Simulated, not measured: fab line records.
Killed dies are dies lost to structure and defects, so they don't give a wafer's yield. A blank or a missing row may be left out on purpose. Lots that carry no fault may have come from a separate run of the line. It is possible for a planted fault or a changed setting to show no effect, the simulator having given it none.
fab line records	flow nand_harc
record: lots: 6	wafers: 18	last_day: 34
route steps=1302 shown P_M1@315 P_M2@318 END@1302
lots with no fault: from the same line, run without faults
start_h: hours from the record's opening day to when the first of the lot's shown wafers began	wait_h: hours from the lot's prior step to this one	" same as the row above	L1.1+2: a single row standing in for several wafers	- either no value or no given start	* or withheld: withheld	< > ~ a bound
route shown NAME@n: names a module that has steps shown in the file, with the first one's number in the route	usual: mean/standard deviation of fault-free wafers	same: alike in all rows	chamber/n: place in a boat	sites: readings site by site	_std_site: standard deviation of those values	_edge_site: the outer-site mean with the inner-site mean subtracted	radius_mm: how far each site lies from the wafer's centre	mask NAME#n: copy n	behind: the most recent tool/chamber to have shaped the wafer	hold: why the lot was held/for how many hours/how that ended	device: the transistor (n, p or np) that didn't switch	end of line: the tests these same wafers got at the end of their route	a step given without rows: its recipe and nothing more	killed: the dies lost at the first sort to structure and to defects; this is not the yield of the wafer	map: per-die view of a wafer (x killed, . not killed, _ where there is no die)
set.NAME: setting as actually run; set.NAME@STEP: the setting as run at that earlier step	model.NAME: the simulator's own value behind a step, which no gauge read
lots at some steps of the route; a table a step, a row a wafer
services: the hour from which a tool's chamber was out of use, counted from the record's first day as start_h (under 0 if before that day), plus the number of hours and why
== steps ==
step: NHARC_P_M1_INSPECT_27
usual: raw_defect_count: 353/150
lot.wafer	tool	chamber	start_h	wait_h	raw_defect_count
L197.1	defect_inspect-01	-	136.15	0.0	377
L197.3	"	-	"	"	287
L197.4	"	-	"	"	184
L206.2	defect_inspect-02	-	218.50	0.0	527
L206.3	"	-	"	"	321
L206.4	"	-	"	"	421
L207.2	defect_inspect-01	-	227.05	0.0	190
L207.4	"	-	"	"	271
L207.6	"	-	"	"	257
L216.1	defect_inspect-01	-	315.84	0.0	685
L216.4	"	-	"	"	325
L216.5	"	-	"	"	256
L217.1	defect_inspect-01	-	336.23	0.0	512
L217.2	"	-	"	"	491
L217.3	"	-	"	"	730
L219.1	defect_inspect-02	-	351.23	0.0	480
L219.2	"	-	"	"	419
L219.6	"	-	"	"	579
step: NHARC_P_M1_PRE_CLEAN_32
recipe: time_s: 12	temp_c: 370	rf_power_w: 300	gas: NH3
usual: heater_power_w: 596/83
same: time_s: 12
lot.wafer	tool	chamber	start_h	wait_h	heater_power_w
L197.3	pecvd-03	1	136.21	0.1	667
L197.1	"	2	"	"	530
L197.4	"	1	"	"	665
L206.2	pecvd-03	2	218.58	0.1	540
L206.3	"	0	"	"	667
L206.4	"	0	"	"	672
L207.2	pecvd-04	1	227.13	0.1	628
L207.4	"	1	"	"	643
L207.6	"	2	"	"	549
L216.1	pecvd-04	2	315.93	0.1	526
L216.5	"	0	"	"	538
L216.4	"	1	"	"	554
L217.3	pecvd-04	2	336.30	0.1	462
L217.1	"	0	"	"	518
L217.2	"	1	"	"	650
L219.2	pecvd-03	2	351.31	0.1	570
L219.1	"	0	"	"	693
L219.6	"	2	"	"	556
step: NHARC_P_M1_DEP_33
recipe: target_thk_a: 300	temp_c: 370	target_thk_nm: 30	pressure_torr: 3	flow_sccm: 200	rf_w: 450	material: SiCN
usual: heater_power_w: 550/80
lot.wafer	tool	chamber	start_h	wait_h	heater_power_w
L197.3	pecvd-03	1	136.29	0.1	687
L197.1	"	2	"	"	534
L197.4	"	1	"	"	694
L206.2	pecvd-03	2	218.69	0.1	488
L206.3	"	0	"	"	688
L206.4	"	0	"	"	701
L207.2	pecvd-04	1	227.24	0.1	673
L207.4	"	1	"	"	533
L207.6	"	2	"	"	509
L216.1	pecvd-04	2	316.07	0.1	432
L216.5	"	0	"	"	456
L216.4	"	1	"	"	536
L217.3	pecvd-04	2	336.38	0.1	488
L217.1	"	0	"	"	505
L217.2	"	1	"	"	588
L219.2	pecvd-03	2	351.42	0.1	492
L219.1	"	0	"	"	598
L219.6	"	2	"	"	478
step: NHARC_P_M2_DEP_00
recipe: target_thk_a: 1825	target_thk_nm: 182.5	temp_c: withheld	pressure_torr: 5	flow_sccm: 200	rf_w: 600	material: SiOC
step: NHARC_P_M2_DEHYDRATE_01
recipe: temp_c: 150	time_s: 120
step: NHARC_P_M2_HMDS_02
recipe: time_s: 30
step: NHARC_P_M2_COAT_34
recipe: temp_c: 200	time_s: 65
step: NHARC_P_M2_COAT_03
recipe: spin_rpm: 1500	resist_thk_nm: 90
step: NHARC_P_M2_SOFTBAKE_04
recipe: temp_c: 105	time_s: 55
step: NHARC_P_M2_EBR_05
step: NHARC_P_M2_EXPOSE_06
recipe: na: 1.35	target_cd_nm: 170	dose_mj: 80.78	mask_id: P_M2
step: NHARC_P_M2_PEB_07
recipe: peb_temp_c: 100	peb_time_s: 65
usual: heater_power_total_W: 156.6/0.41	resist_line_temp_C: 23.01/0.1
lot.wafer	tool	chamber	start_h	wait_h	heater_power_total_W	resist_line_temp_C
L197.1	litho_track-01	0	137.43	0.1	156.6	22.98
L197.3	"	0	"	"	156.9	23.15
L197.4	"	0	"	"	157.0	23.07
L206.2	litho_track-04	0	219.69	0.1	156.7	23.12
L206.3	"	0	"	"	157.1	23.09
L206.4	"	0	"	"	156.3	23.06
L207.2	litho_track-06	0	228.34	0.1	157.0	23.03
L207.4	"	0	"	"	157.0	22.94
L207.6	"	0	"	"	157.1	23.16
L216.1	litho_track-06	0	317.15	0.1	156.0	23.16
L216.4	"	0	"	"	156.8	23.12
L216.5	"	0	"	"	160.6	23.16
L217.1	litho_track-06	0	337.41	0.1	157.2	22.99
L217.2	"	0	"	"	161.9	22.95
L217.3	"	0	"	"	157.0	22.89
L219.1	litho_track-01	0	352.42	0.1	156.9	23.06
L219.2	"	0	"	"	157.2	23.02
L219.6	"	0	"	"	156.6	23.06
step: NHARC_P_M2_DEVELOP_08
recipe: develop_time_s: 35	dev_temp_c: 23
step: NHARC_P_M2_CD_MEAS_09
recipe: target_cd_nm: 170	landing_energy_ev: 500
usual: cd_nm: 169.9/0.57
same: landing_energy_ev: 500
lot.wafer	tool	chamber	start_h	wait_h	cd_nm
L197.1	cd_sem-01	0	137.51	-	168.9
L197.3	"	0	"	"	169.4
L197.4	"	0	"	"	169.3
L206.2	cd_sem-03	0	219.77	-	170.7
L206.3	"	0	"	"	170.3
L206.4	"	0	"	"	169.9
L207.2	cd_sem-03	0	228.42	-	170.3
L207.4	"	0	"	"	170.7
L207.6	"	0	"	"	169.6
L216.1	cd_sem-01	0	317.23	-	170.4
L216.4	"	0	"	"	170.0
L216.5	"	0	"	"	168.8
L217.1	cd_sem-01	0	337.49	-	170.6
L217.2	"	0	"	"	168.4
L217.3	"	0	"	"	170.7
L219.1	cd_sem-02	0	352.50	-	169.8
L219.2	"	0	"	"	170.1
L219.6	"	0	"	"	169.0
step: NHARC_P_M2_OVL_MEAS_10
recipe: pitch_nm: 340
usual: overlay_x_nm: 0.1/0.85	overlay_y_nm: -0.1/0.73
lot.wafer	tool	chamber	start_h	wait_h	overlay_x_nm	overlay_y_nm
L197.1	overlay-02	-	137.60	-	0.4	-0.2
L197.3	"	-	"	"	0.4	-0.4
L197.4	"	-	"	"	-0.2	0.0
L206.2	overlay-02	-	219.86	-	-0.1	-0.1
L206.3	"	-	"	"	0.5	-0.2
L206.4	"	-	"	"	0.7	-0.5
L207.2	overlay-02	-	228.50	-	-0.9	0.0
L207.4	"	-	"	"	-0.8	0.8
L207.6	"	-	"	"	-0.2	0.8
L216.1	overlay-02	-	317.32	-	-0.6	-0.2
L216.4	"	-	"	"	-0.4	-0.5
L216.5	"	-	"	"	-1.0	-0.6
L217.1	overlay-02	-	337.58	-	-0.9	-0.1
L217.2	"	-	"	"	-0.2	0.0
L217.3	"	-	"	"	-0.4	0.7
L219.1	overlay-01	-	352.59	-	-0.5	0.9
L219.2	"	-	"	"	-0.6	0.9
L219.6	"	-	"	"	-0.5	0.8
step: NHARC_P_M2_INSPECT_11
usual: raw_defect_count: 4.6/3
lot.wafer	tool	chamber	start_h	wait_h	raw_defect_count
L197.1	defect_inspect-02	-	137.64	0.0	5
L197.3	"	-	"	"	4
L197.4	"	-	"	"	5
L206.2	defect_inspect-02	-	219.90	0.0	2
L206.3	"	-	"	"	0
L206.4	"	-	"	"	1
L207.2	defect_inspect-01	-	228.54	0.0	1
L207.4	"	-	"	"	3
L207.6	"	-	"	"	7
L216.1	defect_inspect-02	-	317.36	0.0	0
L216.4	"	-	"	"	10
L216.5	"	-	"	"	0
L217.1	defect_inspect-02	-	337.62	0.0	9
L217.2	"	-	"	"	5
L217.3	"	-	"	"	11
L219.1	defect_inspect-02	-	352.62	0.0	2
L219.2	"	-	"	"	5
L219.6	"	-	"	"	3
step: NHARC_P_M2_DESCUM_14
recipe: time_s: 3	o2_flow_sccm: 200	ar_flow_sccm: 0	bias_power_w: 0	chemistry: O2
usual: drypump_motor_current_A: 5.7/0.52	o2_flow_sccm: 199.9/0.62	oes_product_au: 0.998/0.01	rf_vpp_V: 57.9/0.91	showerhead_plenum_p_Torr: 1.93/0.072	throttle_valve_pct: 11.310/0.0089
same: time_s: 3
lot.wafer	tool	chamber	start_h	wait_h	drypump_motor_current_A	o2_flow_sccm	oes_product_au	rf_hours_counter_h	rf_vpp_V	showerhead_plenum_p_Torr	throttle_valve_pct	model.P_M2.cd_nm
L197.4	rie_diel-08	0	137.70	0.1	5.2	200.1	0.981	5.5	57.7	1.86	11.314	169.3
L197.3	"	1	"	"	5.9	200.7	0.993	6.0	59.0	1.89	11.313	169.8
L197.1	"	3	"	"	5.0	200.6	1.003	5.2	58.3	1.95	11.316	168.6
L206.4	rie_diel-08	0	219.96	0.1	5.1	199.8	0.988	1.5	57.7	1.85	11.314	170.5
L206.3	"	1	"	"	5.9	199.3	0.995	1.3	57.2	1.89	11.310	170.9
L206.2	"	2	"	"	6.4	200.6	1.010	1.1	57.9	2.01	11.316	170.4
L207.2	rie_diel-08	2	228.62	0.1	6.3	200.1	1.010	1.4	58.6	2.01	11.317	170.7
L207.4	"	3	"	"	5.0	199.4	0.998	1.5	58.0	1.94	11.305	171.3
L207.6	"	0	"	"	5.1	198.8	0.988	-	56.3	1.85	11.308	170.6
L216.1	rie_diel-08	2	317.43	0.1	6.4	199.3	1.009	5.5	57.2	2.01	11.322	169.9
L216.4	"	3	"	"	5.0	200.3	0.989	4.7	58.4	1.94	11.309	170
L216.5	"	1	"	"	5.9	200.1	0.978	-	57.5	1.88	11.311	169.4
L217.3	rie_diel-01	0	337.68	0.1	6.3	200.6	1.004	9.9	58.8	1.99	11.294	170.5
L217.2	"	1	"	"	6.1	200.5	0.995	7.2	57.7	1.99	11.309	168.7
L217.1	"	2	"	"	5.4	199.5	1.007	7.3	55.1	1.80	11.296	170.7
L219.1	rie_diel-08	1	352.69	0.1	5.9	200.4	0.984	7.8	56.0	1.88	11.308	170.2
L219.2	"	0	"	"	5.1	200.2	1.001	6.9	58.4	1.85	11.307	170.6
L219.6	"	2	"	"	6.3	199.5	1.005	-	58.4	2.01	11.317	169.5
step: NHARC_P_M2_ETCH_35
recipe: target_depth_a: 400	overetch_a: 120	time_s: 43.94	ion_energy_ev: 200	n2_flow_sccm: 150	h2_flow_sccm: 150	ar_flow_sccm: 0	rf_w: 400	bias_w: 150	chemistry: N2/H2
usual: drypump_motor_current_A: 5.7/0.53	oes_product_au: 0.999/0.01	rf_vpp_V: 431.0/2.3	showerhead_plenum_p_Torr: 2.06/0.079	throttle_valve_pct: 14.171/0.01
same: time_s: 43.94
lot.wafer	tool	chamber	start_h	wait_h	drypump_motor_current_A	oes_product_au	rf_hours_counter_h	rf_vpp_V	showerhead_plenum_p_Torr	throttle_valve_pct
L197.3	rie_diel-08	0	137.79	0.1	5.1	0.992	5.5	430.3	1.98	14.177
L197.4	"	1	"	"	5.9	1.001	6.1	430.8	2.01	14.165
L197.1	"	2	"	"	6.4	0.995	5.8	432.1	2.15	14.154
L206.4	rie_diel-08	2	220.05	0.1	6.4	1.004	1.1	433.5	2.15	14.182
L206.3	"	3	"	"	5.0	0.990	1.3	431.1	2.07	14.185
L206.2	"	0	"	"	5.1	1.008	1.5	429.8	1.98	14.193
L207.4	rie_diel-08	3	228.69	0.1	5.0	0.996	1.5	431.6	2.07	14.188
L207.2	"	0	"	"	5.1	0.988	1.7	427.8	1.97	14.173
L207.6	"	3	"	"	5.0	0.995	-	432.6	2.07	14.189
L216.4	rie_diel-08	2	317.50	0.1	6.3	0.999	5.5	433.0	2.15	14.185
L216.1	"	0	"	"	5.1	1.006	5.0	428.8	1.97	14.156
L216.5	"	3	"	"	5.0	0.993	-	432.7	2.07	14.172
L217.2	rie_diel-01	0	337.77	0.1	6.3	1.013	9.9	433.6	2.12	14.162
L217.3	"	2	"	"	5.4	1.006	7.3	427.9	1.92	14.190
L217.1	"	3	"	"	6.1	0.991	10.2	434.5	2.17	14.185
L219.1	rie_diel-08	2	352.78	0.1	6.4	1.001	7.2	434.2	2.15	14.184
L219.2	"	3	"	"	5.1	1.003	6.6	432.3	2.07	14.161
L219.6	"	1	"	"	5.9	0.999	-	430.3	2.01	14.171
step: NHARC_P_M2_ETCH_15
recipe: target_depth_a: 1825	time_s: 91.2	c4f8_flow_sccm: withheld	ar_flow_sccm: 400	rf_w: 600	bias_w: 300	chemistry: C4F8/Ar
usual: oes_product_au: 0.945/0.021	rf_vpp_V: 441.3/2.3
same: time_s: 91.2
lot.wafer	tool	chamber	start_h	wait_h	oes_product_au	rf_hours_counter_h	rf_vpp_V
L197.3	rie_diel-08	3	-	-	0.981	5.2	442.5
L197.1	"	0	"	"	0.961	5.6	438.8
L197.4	"	2	"	"	0.987	5.8	443.7
L206.3	rie_diel-08	1	-	-	0.962	1.4	440.7
L206.4	"	3	"	"	0.962	1.3	443.1
L206.2	"	0	"	"	0.959	1.5	440.2
L207.4	rie_diel-08	2	-	-	0.960	1.4	444.3
L207.2	"	0	"	"	0.930	1.7	438.2
L207.6	"	2	"	"	0.950	-	444.3
L216.4	rie_diel-08	0	-	-	0.966	5.0	438.8
L216.1	"	1	"	"	0.952	6.1	440.3
L216.5	"	0	"	"	0.969	-	438.5
L217.3	rie_diel-01	3	-	-	0.904	10.2	444.1
L217.2	"	1	"	"	0.922	7.2	442.6
L217.1	"	2	"	"	0.926	7.3	437.8
L219.1	rie_diel-08	0	-	-	0.973	6.9	440.7
L219.2	"	3	"	"	0.974	6.6	441.4
L219.6	"	1	"	"	0.953	-	439.5
step: NHARC_P_M2_CD_MEAS_16
usual: cd_nm: 170.0/0.79
lot.wafer	tool	chamber	start_h	wait_h	cd_nm
L197.1	cd_sem-01	-	138.00	-	169.0
L197.3	"	-	"	"	170.5
L197.4	"	-	"	"	169.1
L206.2	cd_sem-01	-	220.26	-	170.1
L206.3	"	-	"	"	171.4
L206.4	"	-	"	"	170.8
L207.2	cd_sem-01	-	228.91	-	170.1
L207.4	"	-	"	"	171.0
L207.6	"	-	"	"	170.4
L216.1	cd_sem-02	-	317.72	-	169.9
L216.4	"	-	"	"	170.6
L216.5	"	-	"	"	169.8
L217.1	cd_sem-03	-	337.98	-	170.2
L217.2	"	-	"	"	168.7
L217.3	"	-	"	"	170.3
L219.1	cd_sem-01	-	352.99	-	170.6
L219.2	"	-	"	"	171.1
L219.6	"	-	"	"	169.2
step: NHARC_P_M2_STRIP_18
recipe: power_w: 1000	n2_flow_sccm: 150	h2_flow_sccm: 150	ar_flow_sccm: 0	bias_w: 0	chemistry: N2/H2
usual: drypump_motor_current_A: 5.7/0.49	oes_product_au: 1.000/0.011	rf_vpp_V: 90.7/0.95	showerhead_plenum_p_Torr: 2.06/0.09	throttle_valve_pct: 14.171/0.0088
lot.wafer	tool	chamber	start_h	wait_h	drypump_motor_current_A	oes_product_au	rf_hours_counter_h	rf_vpp_V	showerhead_plenum_p_Torr	throttle_valve_pct
L197.3	rie_diel-01	3	138.08	0.1	6.1	0.997	5.7	90.4	2.18	14.183
L197.1	"	1	"	"	6.1	1.010	6.6	91.9	2.12	14.176
L197.4	"	2	"	"	5.4	1.015	3.4	91.2	1.92	14.186
L206.2	rie_diel-08	2	220.34	0.1	6.4	1.003	1.2	92.9	2.15	14.150
L206.4	"	3	"	"	5.0	1.003	1.3	89.2	2.07	14.177
L206.3	"	1	"	"	5.9	0.998	1.4	91.8	2.01	14.174
L207.4	rie_diel-01	2	228.98	0.1	5.4	0.999	1.1	90.8	1.92	14.164
L207.2	"	1	"	"	6.1	0.994	1.1	89.2	2.12	14.159
L207.6	"	2	"	"	5.4	1.001	-	90.5	1.92	14.186
L216.1	rie_diel-05	2	317.87	0.1	5.0	0.978	4.5	92.7	2.17	14.162
L216.4	"	3	"	"	6.1	1.024	-	89.8	2.03	14.174
L216.5	"	1	"	"	5.8	1.002	-	90.8	1.93	14.180
L217.2	rie_diel-05	3	338.06	0.1	6.0	1.014	5.7	90.3	2.03	14.167
L217.1	"	0	"	"	5.1	0.977	4.9	90.7	2.10	14.172
L217.3	"	1	"	"	5.8	1.000	5.8	89.7	1.93	14.168
L219.1	rie_diel-01	0	353.11	0.1	6.3	1.002	11.1	90.8	2.12	14.164
L219.2	"	2	"	"	5.4	1.004	8.1	88.3	1.92	14.185
L219.6	"	0	"	"	6.3	0.998	-	90.9	2.12	14.165
step: NHARC_P_M2_ETCH_28
recipe: target_depth_a: 300	over_etch_frac: 0.3	time_s: 72.99	ion_energy_ev: 150	cf4_flow_sccm: 50	n2_flow_sccm: 100	ar_flow_sccm: 150	rf_w: 300	bias_w: 100	chemistry: CF4/N2
usual: drypump_motor_current_A: 5.7/0.48	oes_product_au: 0.999/0.011	rf_vpp_V: 314.7/2.1	showerhead_plenum_p_Torr: 2.66/0.11	throttle_valve_pct: 19.792/0.0095
same: time_s: 72.99
lot.wafer	tool	chamber	start_h	wait_h	drypump_motor_current_A	oes_product_au	rf_hours_counter_h	rf_vpp_V	showerhead_plenum_p_Torr	throttle_valve_pct	model.P_M2.cd_nm
L197.3	rie_diel-01	2	-	-	5.4	1.010	3.5	311.1	2.48	19.796	169.6
L197.1	"	0	"	"	6.3	1.004	6.6	316.0	2.73	19.789	168.6
L197.4	"	1	"	"	6.1	1.014	6.6	315.6	2.73	19.823	169.2
L206.3	rie_diel-08	3	-	-	5.0	1.012	1.4	312.6	2.67	19.781	171.2
L206.4	"	0	"	"	5.1	1.000	1.6	311.8	2.55	19.804	171.3
L206.2	"	1	"	"	5.9	0.999	1.5	312.7	2.59	19.786	169.7
L207.2	rie_diel-01	3	-	-	6.1	0.989	2.0	317.6	2.79	19.801	170.6
L207.4	"	1	"	"	6.1	1.004	1.1	315.2	2.72	19.778	170.5
L207.6	"	3	"	"	6.1	0.990	-	316.6	2.79	19.793	170.1
L216.1	rie_diel-05	2	-	-	5.0	0.976	4.6	316.2	2.78	19.802	169.8
L216.5	"	3	"	"	6.1	1.021	-	313.3	2.61	19.782	168.8
L216.4	"	2	"	"	5.0	0.985	-	317.9	2.78	19.789	171.5
L217.3	rie_diel-05	1	-	-	5.8	1.002	5.8	313.6	2.50	19.794	169.8
L217.2	"	2	"	"	5.0	0.986	5.6	317.6	2.78	19.799	169.3
L217.1	"	3	"	"	6.0	1.019	5.7	315.7	2.61	19.779	170
L219.2	rie_diel-01	2	-	-	5.4	1.009	8.1	311.8	2.48	19.769	170.9
L219.1	"	0	"	"	6.3	1.004	11.1	314.9	2.72	19.781	171
L219.6	"	2	"	"	5.4	1.007	-	311.1	2.48	19.784	170
step: NHARC_P_M2_STRIP_19
recipe: time_s: 600	temp_c: 30	chemistry: post_etch_residue_remover
step: NHARC_END_SORT_01
recipe: temp_c: 25
usual: defect_limited_yield: 91.8/2.8	killed_at_array: 51/18	killed_at_other: 1.0/1.2	killed_at_periphery: 3.7/2.9	killed_dies: 55/19	killed_open: 3.5/1.9	killed_short: 2.6/1.6	sort_bin_2_pct: 2.9/1.3	sort_bin_3_pct: 0.6/0.38	sort_bin_4_pct: 4.6/1.5	sort_n_pass: 622/19	sort_rim_yield_pct: 94/3.2	sort_yield_pct: 91.8/2.8
same: gross_dies: 677	sort_bin_5_pct[%]: 0	sort_bin_6_pct[%]: 0	sort_bin_7_pct[%]: 0	sort_bin_8_pct[%]: 0	sort_rim_n_gross: 106.00
lot.wafer	tool	chamber	start_h	wait_h	defect_limited_yield[%]	killed_at_array	killed_at_other	killed_at_periphery	killed_dies	killed_open	killed_short	sort_bin_2_pct[%]	sort_bin_3_pct[%]	sort_bin_4_pct[%]	sort_n_pass	sort_rim_yield_pct[%]	sort_yield_pct[%]
L197.1	prober-02	0	569.70	2.5	95.6	27	0	3	30	7	7	0.7	0.4	3.2	647	95	95.6
L197.3	prober-02	0	571.28	3.1	96.3	22	0	3	25	4	6	1.0	0.3	2.4	652	92	96.3
L197.4	prober-02	0	572.07	3.4	96.8	18	0	4	22	4	1	0.7	0.3	2.2	655	95	96.8
L207.2	prober-02	0	660.86	2.8	96.2	24	1	1	26	3	3	1.0	0.4	2.4	651	96	96.2
L207.4	prober-02	0	662.46	3.4	96.3	22	1	2	25	1	3	1.9	0.1	1.6	652	95	96.3
L207.6	prober-02	0	664.06	4.0	95.1	24	3	6	33	9	1	1.3	0.1	3.4	644	94	95.1
L206.2	prober-01	0	660.87	2.8	86.3	91	1	1	93	2	3	5.2	1.3	7.2	584	99	86.3
L206.3	prober-01	0	661.66	3.1	91.1	57	1	2	60	2	4	3.0	0.3	5.6	617	89	91.1
L206.4	prober-01	0	662.45	3.4	89.7	67	0	3	70	4	2	5.0	0.3	5.0	607	97	89.7
L216.1	prober-02	0	739.90	2.5	93.4	43	2	0	45	4	5	1.3	0.3	5.0	632	92	93.4
L216.4	prober-02	0	742.31	3.4	94.7	31	0	5	36	4	2	1.8	0.7	2.8	641	91	94.7
L216.5	prober-02	0	743.11	3.7	90.4	61	1	3	65	5	4	2.2	0.7	6.6	612	97	90.4
killed by level:class
L197.1 A_CHANNEL_HOLE_D2:chamber_film_flake=3 A_STAIRCASE:chamber_film_flake=3 A_CONTACT:chamber_film_flake=3 A_ONON_D1:geometric_particle:short=2 A_CHANNEL_FILL_D2:geometric_particle:short=2 A_BLC:geometric_particle:open=2 A_BLC:geometric_particle:short=2 P_GATE:chamber_film_flake=2
L197.3 A_CHANNEL_HOLE_D2:chamber_film_flake=5 A_WL_FILL:chamber_film_flake=4 A_WL_FILL:geometric_particle:short=3 A_CONTACT:chamber_film_flake=3 A_BLC:geometric_particle:open=2 P_CONTACT:geometric_particle:short=1 A_ONON_D1:geometric_particle:short=1 A_CHANNEL_FILL_D2:geometric_particle:short=1
L197.4 A_CHANNEL_HOLE_D2:chamber_film_flake=4 A_CONTACT:chamber_film_flake=3 P_GATE:chamber_film_flake=2 A_DECK1_JOINT:chamber_film_flake=2 A_STAIRCASE:chamber_film_flake=2 A_WL_FILL:chamber_film_flake=2 P_M0:geometric_particle:open=1 A_ONON_D1:geometric_particle:open=1
L207.2 A_STAIRCASE:chamber_film_flake=4 A_CHANNEL_HOLE_D1:chamber_film_flake=3 A_CHANNEL_FILL_D2:geometric_particle:short=2 A_ZERO_WELL:chamber_film_flake=2 A_DECK1_JOINT:chamber_film_flake=2 A_CONTACT:chamber_film_flake=2 A_ONON_D1:geometric_particle:open=1 A_SGD_CUT:geometric_particle:open=1
L206.2 A_SLIT:chamber_film_flake=36 A_CHANNEL_HOLE_D1:chamber_film_flake=34 A_CONTACT:chamber_film_flake=7 A_STAIRCASE:chamber_film_flake=4 A_CHANNEL_HOLE_D2:chamber_film_flake=3 A_ONON_D2:geometric_particle:open=2 A_ONON_D2:geometric_particle:short=1 A_WL_FILL:geometric_particle:short=1
L206.3 A_CHANNEL_HOLE_D1:chamber_film_flake=29 A_SLIT:chamber_film_flake=10 A_CONTACT:chamber_film_flake=6 A_CHANNEL_HOLE_D2:unspecified=3 A_STAIRCASE:chamber_film_flake=3 P_GATE:geometric_particle:open=1 P_M2:geometric_particle:open=1 A_CHANNEL_HOLE_D2:geometric_particle:short=1
L206.4 A_SLIT:chamber_film_flake=33 A_CHANNEL_HOLE_D1:chamber_film_flake=20 A_CHANNEL_FILL_D1:chamber_film_flake=4 P_M0:geometric_particle:open=2 A_CHANNEL_FILL_D2:geometric_particle:short=2 A_CONTACT:chamber_film_flake=2 P_GATE:geometric_particle:open=1 A_M0:geometric_particle:open=1
L207.4 A_SLIT:chamber_film_flake=5 A_SGD_CUT:chamber_film_flake=4 A_CHANNEL_HOLE_D1:chamber_film_flake=3 A_CHANNEL_HOLE_D2:chamber_film_flake=2 A_CHANNEL_FILL_D2:chamber_film_flake=2 A_CONTACT:chamber_film_flake=2 P_GATE:geometric_particle:open=1 A_CHANNEL_HOLE_D1:geometric_particle:short=1
L207.6 A_CONTACT:chamber_film_flake=5 A_CHANNEL_HOLE_D1:chamber_film_flake=4 A_STAIRCASE:chamber_film_flake=4 A_DECK1_JOINT:geometric_particle:open=2 A_CHANNEL_FILL_D2:geometric_particle:open=2 A_SGD_CUT:chamber_film_flake=2 THIN_TSV:chamber_film_flake=2 P_GATE:geometric_particle:open=1
L216.1 A_CHANNEL_HOLE_D1:chamber_film_flake=13 A_CONTACT:chamber_film_flake=8 A_CHANNEL_HOLE_D2:chamber_film_flake=7 A_SLIT:chamber_film_flake=4 A_ONON_D2:geometric_particle:short=2 A_CHANNEL_FILL_D2:geometric_particle:open=2 A_CHANNEL_FILL_D1:geometric_particle:open=1 A_CHANNEL_FILL_D1:geometric_particle:short=1
L216.4 A_CHANNEL_HOLE_D1:chamber_film_flake=7 A_CONTACT:chamber_film_flake=7 A_CHANNEL_HOLE_D2:chamber_film_flake=6 A_SLIT:chamber_film_flake=6 A_M0:geometric_particle:open=2 P_M1:chamber_film_flake=2 P_GATE:geometric_particle:short=1 P_GATE:geometric_particle:open=1
L216.5 A_CHANNEL_HOLE_D2:chamber_film_flake=26 A_CHANNEL_HOLE_D1:chamber_film_flake=12 A_CONTACT:chamber_film_flake=8 A_SLIT:chamber_film_flake=6 A_CHANNEL_FILL_D1:chamber_film_flake=3 P_CONTACT:geometric_particle:open=1 P_M0:geometric_particle:open=1 P_M1:geometric_particle:open=1
== services ==
tool	chamber	start_h	hours	kind
rie_diel-08	-	120.47	0.1	repair
rie_diel-08	0	120.83	-	clean
rie_diel-05	1	127.70	9.0	repair
rie_diel-05	2	150.77	6.3	repair
litho_track-01	-	155.00	7.0	pm
rie_diel-05	2	175.66	4.2	repair
litho_track-06	-	179.00	7.0	pm
pecvd-03	-	185.00	13.0	pm
rie_diel-08	-	190.80	9.0	pm
litho_track-04	-	203.00	7.0	pm
rie_diel-01	-	203.88	9.0	pm
rie_diel-05	-	217.84	0.8	repair
rie_diel-05	-	229.60	9.0	pm
rie_diel-08	2	233.70	1.9	repair
rie_diel-08	0	251.07	27.3	repair
pecvd-04	-	269.38	13.0	pm
rie_diel-01	3	269.51	12.3	repair
rie_diel-01	2	275.44	16.7	repair
rie_diel-08	3	304.86	9.4	repair
pecvd-03	-	305.98	0.3	repair
rie_diel-05	0	316.02	13.5	repair
pecvd-03	-	317.97	1.2	repair
litho_track-01	-	330.00	7.0	pm
rie_diel-08	-	331.24	0.8	repair
== key ==
first_sign: step: NHARC_P_M2_PEB_07	reading: heater_power_total_W	direction: up	sigmas: 11	usual: *	struck: *
effect none on later readings
model_effect: step: NHARC_P_M2_DESCUM_14	value: P_M2.cd_nm	without: 170.8	struck: 169
model_effect: step: NHARC_P_M2_ETCH_28	value: P_M2.cd_nm	without: 170.8	struck: 169
met_at NHARC_P_M2_PEB_07
struck_wafers L216.5,L217.2
onset_between 228.34 317.15
fault: kind: process_parameter_drift	tool: litho_track-06	chamber: -	onset_h: 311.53	steps: NHARC_P_M2_PEB_07	channel: peb_time_s	offset: *	shape: step	end_h: 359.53	scope: struck_wafers_only	acts_in: *	stated: *
